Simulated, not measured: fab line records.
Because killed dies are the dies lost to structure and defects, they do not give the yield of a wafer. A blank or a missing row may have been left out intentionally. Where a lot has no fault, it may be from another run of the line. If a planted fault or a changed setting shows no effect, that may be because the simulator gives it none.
Which tool did it? -- flow nandHarc -- 36 wafers from 12 lots sampled at 5 of the route's 1302 steps

WHAT THE GAUGES SHOWED, per wafer
NHARC_END_SORT_01. Usual: killedAtArray 53, standard deviation 18; killedAtOther 0.9, standard deviation 1.3; killedAtPeriphery 4, standard deviation 3.1; killedDies 58, standard deviation 18; killedOpen 3.4, standard deviation 2; killedShort 2.5, standard deviation 1.8.
lot,measured,on,killedAtArray,killedAtOther,killedAtPeriphery,killedDies,killedOpen,killedShort,flag
L314,day 26 12:15,prober-02,25 26,2 2,6 2,33 30,3 3,3 0,
L323,day 30 01:19,prober-02,116 120 101,0 0 1,10 3 3,126 123 105,4 2 3,4 2 3,OFF

EACH LOT AND THE TOOL THAT RAN IT (in order: tool; ch and the chambers of the sampled wafers; start)
lot,NHARC_A_CONTACT_ETCH_98,NHARC_THIN_TSV_ETCHBACK_48,NHARC_THIN_TSV_STRIP_62,NHARC_THIN_TSV_CMP_21
L309,"rieDiel-10 ch 0,1,3, day 22 07:29","rieDiel-09 ch 0,2,3, day 23 15:40","plasmaAsher-02 ch 0,1, day 23 16:02","cmp-02 ch 0,2,3, day 23 17:46"
L308,"rieDiel-10 ch 0,2, day 22 23:35","rieDiel-12 ch 1,2, day 24 08:19","plasmaAsher-01 ch 0,1, day 24 08:43","cmp-01 ch 1,2,3, day 24 10:25"
L311,"rieDiel-10 ch 0,1,3, day 23 10:06","rieDiel-12 ch 0,2,3, day 24 19:28","plasmaAsher-01 ch 0,1, day 24 19:47","cmp-02 ch 0,2, day 24 21:30"
L313,"rieDiel-10 ch 1,2,3, day 23 17:07","rieDiel-13 ch 1,2,3, day 25 03:43","plasmaAsher-02 ch 0,1, day 25 04:26","cmp-02 ch 0,3, day 25 06:10"
L310,"rieDiel-10 ch 0,2,3, day 23 21:29","rieDiel-09 ch 1,2,3, day 25 09:04","plasmaAsher-01 ch 0,1, day 25 09:25","cmp-01 ch 1,2,3, day 25 11:07"
L314,"rieDiel-10 ch 0,3, day 24 14:11","rieDiel-09 ch 0,2, day 25 23:44","plasmaAsher-02 ch 0,1, day 26 00:04","cmp-02 ch 1,2, day 26 01:49"
L315,"rieDiel-04 ch 1,2, day 26 00:27","rieDiel-12 ch 0,1,3, day 27 09:59","plasmaAsher-01 ch 0,1, day 27 10:17","cmp-02 ch 0,1,2, day 27 11:59"
L317,"rieDiel-10 ch 2,3, day 26 09:28","rieDiel-13 ch 0,3, day 27 19:11","plasmaAsher-01 ch 0,1, day 27 19:35","cmp-01 ch 1,2, day 27 21:20"
L323,"rieDiel-10 ch 0,2, day 28 01:44","rieDiel-12 ch 1,3, day 29 10:44","plasmaAsher-01 ch 0,1, day 29 11:05","cmp-04 ch 1,3, day 29 12:50"
L328,"rieDiel-05 ch 0,1,2, day 30 22:28","rieDiel-12 ch 0,2, day 32 15:46","plasmaAsher-02 ch 1, day 32 16:06","cmp-02 ch 2,3, day 32 17:50"
L330,"rieDiel-10 ch 1,2,3, day 31 09:20","rieDiel-12 ch 0,2,3, day 32 19:40","plasmaAsher-01 ch 0,1, day 32 20:02","cmp-01 ch 1,2,3, day 32 21:44"
L331,"rieDiel-10 ch 1,2, day 32 04:23","rieDiel-12 ch 0,2,3, day 33 13:33","plasmaAsher-01 ch 0,1, day 33 13:50","cmp-02 ch 0,2,3, day 33 15:35"
- NHARC_A_CONTACT_ETCH_98: etches the open film in C4F6/O2, target depth 20 nm, time 10 s.
- NHARC_THIN_TSV_ETCHBACK_48: etches the open film in C4F8/Ar, target depth 1028.5 nm, time 405.17 s.
- NHARC_THIN_TSV_STRIP_62: strips in N2/H2, time 20 s.
- NHARC_THIN_TSV_CMP_21: polishes, t overpolish 30 s, target thk 2000 nm.

AS READ BY THE TOOLS THEMSELVES (means over the sampled wafers that have a number; for cases with no such wafer, the mark the record gives instead)
NHARC_A_CONTACT_ETCH_98. Usual: drypumpMotorCurrentA 6.0 A, standard deviation 0.35; oesProductAu 0.953 a.u., standard deviation 0.017; rfFwdPowerW 586.9 W, standard deviation 2.8; rfVppV 548 V, standard deviation 3.4; showerheadPlenumPTorr 3.95 Torr, standard deviation 0.15; throttleValvePct 26.902 %, standard deviation 0.0088.
lot,tool,drypumpMotorCurrentA (A),oesProductAu (a.u.),rfFwdPowerW (W),rfVppV (V),showerheadPlenumPTorr (Torr),throttleValvePct (%),flag
L309,rieDiel-10,6.1,0.947,585.6,547,3.90,26.899,
L308,rieDiel-10,5.8,0.942,588.9,549,4.01,26.901,
L311,rieDiel-10,6.1,1.003,585.0,546,3.90,26.903,
L313,rieDiel-10,6.1,0.966,587.9,545,3.85,26.900,
L310,rieDiel-10,6.0,0.947,588.1,549,4.00,26.901,
L314,rieDiel-10,5.9,0.957,588.7,549,4.04,26.902,
L315,rieDiel-04,5.4,0.942,589.0,543,3.74,26.902,
L317,rieDiel-10,6.2,0.957,589.1,547,3.94,26.913,
L323,rieDiel-10,5.8,0.954,588.8,548,4.00,26.905,
L328,rieDiel-05,5.7,0.947,588.5,544,3.87,26.906,
L330,rieDiel-10,6.1,0.942,588.3,549,4.03,26.898,
L331,rieDiel-10,6.1,0.947,586.3,551,4.12,26.900,

NHARC_THIN_TSV_ETCHBACK_48. Usual: oesProductAu 0.939 a.u., standard deviation 0.027; rfFwdPowerW 599.1 W, standard deviation 1.9; rfVppV 546 V, standard deviation 3.
lot,tool,oesProductAu (a.u.),rfFwdPowerW (W),rfVppV (V),flag
L309,rieDiel-09,0.968,599.6,548,
L308,rieDiel-12,0.915,600.4,548,
L311,rieDiel-12,0.918,598.7,547,
L313,rieDiel-13,0.925,598.8,546,
L310,rieDiel-09,0.921,598.6,546,
L314,rieDiel-09,1.001,598.0,549,
L315,rieDiel-12,0.968,600.2,544,
L317,rieDiel-13,0.918,597.7,545,
L323,rieDiel-12,0.930,603.1,545,
L328,rieDiel-12,0.931,599.4,546,
L330,rieDiel-12,0.996,598.1,547,
L331,rieDiel-12,0.928,598.9,548,

NHARC_THIN_TSV_STRIP_62. Usual: drypumpMotorCurrentA 5.9 A, standard deviation 0.39; heaterPowerW 348 W, standard deviation 45.
lot,tool,drypumpMotorCurrentA (A),heaterPowerW (W),flag
L309,plasmaAsher-02,6.2,290,
L308,plasmaAsher-01,5.5,386,
L311,plasmaAsher-01,5.5,383,
L313,plasmaAsher-02,6.0,303,
L310,plasmaAsher-01,5.7,377,
L314,plasmaAsher-02,6.2,293,
L315,plasmaAsher-01,5.7,366,
L317,plasmaAsher-01,5.6,383,
L323,plasmaAsher-01,5.7,373,
L328,plasmaAsher-02,6.5,281,
L330,plasmaAsher-01,5.7,382,
L331,plasmaAsher-01,5.5,392,

NHARC_THIN_TSV_CMP_21. Usual: edgeZonePressureFrac 0.999, standard deviation 0.005; motorCurrentA 11.9 A, standard deviation 1.5; overpolishRunS 29.999 s, standard deviation 0.009; retainingRingPressureFrac 1.000, standard deviation 0.0054.
lot,tool,edgeZonePressureFrac,motorCurrentA (A),overpolishRunS (s),retainingRingPressureFrac,flag
L309,cmp-02,0.994,12.0,30.002,1.003,
L308,cmp-01,0.995,13.8,29.997,1.000,
L311,cmp-02,1.002,12.1,29.997,1.005,
L313,cmp-02,1.004,11.8,30.007,0.997,
L310,cmp-01,0.998,13.7,30.004,1.005,
L314,cmp-02,0.997,11.5,29.998,1.000,
L315,cmp-02,0.995,11.3,30.005,0.995,
L317,cmp-01,1.001,13.7,30.000,1.001,
L323,cmp-04,0.999,9.8,30.001,1.005,
L328,cmp-02,0.997,12.5,30.001,0.999,
L330,cmp-01,0.997,14.0,30.004,0.998,
L331,cmp-02,1.003,11.9,29.999,0.999,

THE ANSWER, worked out from the rows above alone
Rule: lot off if the mean of its wafers having a number is beyond 3 standard deviations from the usual mean. A lot without any number at a reading at which 4 lots or more have one is off too. Where the step has rows for the other lots, those lots are counted as sound. Order of review: gauges by route order, followed by the tools' own readings, for which a lot's mean as printed above is used. At the first step where some lot is off, the reading lying furthest off is the one used; lots without a number count as furthest.
Off: L323, at NHARC_END_SORT_01 (killedDies). Neither off nor sound, because the step has no rows for them: L309, L308, L311, L313, L310, L315, L317, L328, L330, L331.
A tool fits if, at a process step before that reading, it ran every lot that is off, and no sound lot after the first of them. Those tools and the gauges at NHARC_END_SORT_01 are tried in the same way. Can't be told from this: 5 tools fit, rieDiel-10 at NHARC_A_CONTACT_ETCH_98, rieDiel-12 at NHARC_THIN_TSV_ETCHBACK_48, plasmaAsher-01 at NHARC_THIN_TSV_STRIP_62, cmp-04 at NHARC_THIN_TSV_CMP_21, prober-02 at NHARC_END_SORT_01.

WHAT THE SIMULATOR PUT IN
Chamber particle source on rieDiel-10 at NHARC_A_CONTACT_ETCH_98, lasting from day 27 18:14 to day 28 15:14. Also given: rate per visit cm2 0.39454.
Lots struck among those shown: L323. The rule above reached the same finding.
